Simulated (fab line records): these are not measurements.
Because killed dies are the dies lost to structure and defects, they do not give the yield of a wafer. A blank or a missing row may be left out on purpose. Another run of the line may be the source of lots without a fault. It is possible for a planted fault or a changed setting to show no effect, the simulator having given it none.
A lot that was struck, set against a sound lot    flow n5_finfet    36 out of 1938 route steps
Sound: these wafers, L913.2, L913.3, L913.6. Struck: wafers L900.4, L900.5. (L900.2 of the same lot was not struck and is left out.) The cause comes at the end.
At each step with rows: each side's tool, then ch and its chambers, then its first start. Under that, the readings that differ: sound wafers    struck wafers    difference of the means    sigmas: that difference in standard deviations of wafers without a fault.
alike: readings whose means differ by less than 2 such deviations, and words and numbers that are the same on both sides. not compared: withheld readings, readings that some wafer has no value for, bounds like >300 that may hide the same value, and numbers for which the record gives no deviation and whose values overlap.
Wherever a step has rows on one side only, a row that says differs or no value, or a row with sigmas, the two part there. Non-overlapping numbers with no deviation appear without sigmas and do not part them. A reading missing from all wafers of one side parts the sides only when that side holds two or more wafers.

first, 10 steps without rows for these wafers: N5_STI_FIN_REVEAL_PRECLEAN_18 (cleans in SC2, time 45 s); N5_STI_FIN_REVEAL_SRD_28 (time 30 s); N5_DUMMY_GATE_PRECLEAN_00 (cleans in O3/DIW, time 60 s); N5_DUMMY_GATE_SRD_01 (time 30 s); N5_DUMMY_GATE_ALD_02 (deposits SiO2, target thk 2 nm, pulse time 1 s); N5_DUMMY_GATE_CVD_03 (deposits a-Si from SiH4, target thk 150 nm, time 8042 s); N5_DUMMY_GATE_PRECLEAN_46 (cleans in DIW, time 89.5 s); N5_DUMMY_GATE_SRD_47 (dry time 32 s); N5_DUMMY_GATE_CMP_04 (polishes a-Si); N5_DUMMY_GATE_HM_DEP_06 (deposits SiNx from DCS/NH3, target thk 80 nm, time 5141 s).
N5_DUMMY_GATE_PECVD_30: deposits SiO2 from TEOS/O2, target thk 55 nm, time 10.8 s.
  sound on pecvd-03 ch 1,2, day 8 17:05; struck on pecvd-03 ch 0, day 4 18:49
reading                                        sound         struck     difference  sigmas
model.SiO2_of_DUMMY_GATE_PECVD_30.thk_nm (nm)  55 54.4 56.2  58.4 57.6  +2.8        
  not compared: since_wet_clean_h
then, 22 steps without rows for these wafers: N5_DUMMY_GATE_COAT_34 (time 60 s, resist thk 60 nm); N5_DUMMY_GATE_COAT_35 (time 60 s, resist thk 10 nm); N5_DUMMY_GATE_COAT_28 (time 60 s, resist thk 10 nm); N5_DUMMY_GATE_COAT_09 (resist thk 30 nm); N5_DUMMY_GATE_EBR_11; N5_DUMMY_GATE_SOFTBAKE_10 (time 60 s); N5_DUMMY_GATE_EXPOSE_12 (exposes mask GATE, target cd 25 nm); N5_DUMMY_GATE_PEB_13 (peb time 60 s); N5_DUMMY_GATE_DEVELOP_14 (develop time 30 s); N5_DUMMY_GATE_DESCUM_20 (chemistry O2, time 6.2 s); N5_DUMMY_GATE_ETCH_29 (etches underlayer in N2/H2, target depth 13 nm); N5_DUMMY_GATE_ETCH_36 (etches SiARC in CF4, target depth 13 nm); N5_DUMMY_GATE_ETCH_37 (etches SOC in N2/H2, target depth 60 nm, overetch 30 nm); N5_DUMMY_GATE_STRIP_38 (strips in N2/H2); N5_DUMMY_GATE_STRIP_39 (strips in N2/H2); N5_DUMMY_GATE_TRIM_49 (chemistry O2, time 29 s, target cd 14 nm); N5_DUMMY_GATE_STRIP_40 (strips in CF4); N5_DUMMY_GATE_ETCH_31 (etches SiO2 in C4F6/O2, target depth 82.5 nm, time 27.5 s); N5_DUMMY_GATE_STRIP_41 (strips in O2); N5_DUMMY_GATE_HM_OPEN_21 (chemistry CH3F/O2, target SiNx, target depth 120 nm, time 171.4 s); N5_DUMMY_GATE_ETCH_32 (etches SiO2 in CF4, target depth 3.5 nm, time 3.9 s); N5_DUMMY_GATE_ETCH_23 (etches poly-Si in HBr/Cl2/O2, target depth 41 nm, time 22.3 s).
N5_DUMMY_GATE_ETCH_44: etches poly-Si in HBr/O2, stops on SiO2, target depth 127.5 nm.
  sound on rie_si-05 ch 0,1,3, day 9 21:15; struck on rie_si-03 ch 0,3, day 4 20:02
reading                                        sound         struck   difference  sigmas
model.SiO2_of_DUMMY_GATE_PECVD_30.thk_nm (nm)  38 37.4 39.2  41.2 41  +2.9        
  alike: drypump_motor_current_A, oes_product_au, throttle_valve_pct
  not compared: rf_hours_counter_h
-- here the record skips 7 days between the struck wafers' starts before and after, leaving off in module DUMMY_GATE and picking up in module BEOL_M4 (first step shown: number 1111 of the route) --
N5_BEOL_M4_RC_MEAS_101:
  sound on prober-01 ch 0, day 16 04:41; struck on prober-02 ch 0, day 11 14:59
  alike: DIBL_N, DIBL_P, IOFF_N, IOFF_P, ION_N, ION_P, SS_N, SS_P, VT_N, VT_P
-- here the record skips 4 days between the struck wafers' starts before and after, leaving off in module BEOL_M4 and picking up in module PASSIVATION (first step shown: number 1936 of the route) --
N5_PASSIVATION_PROBE_49:
  only the struck wafers here have rows in the record (prober-01, day 15 17:34); the sound ones have none

## WHERE THEY PART
At N5_PASSIVATION_PROBE_49 and nowhere else, as far as this record goes.

WHY: the cause the simulator had injected
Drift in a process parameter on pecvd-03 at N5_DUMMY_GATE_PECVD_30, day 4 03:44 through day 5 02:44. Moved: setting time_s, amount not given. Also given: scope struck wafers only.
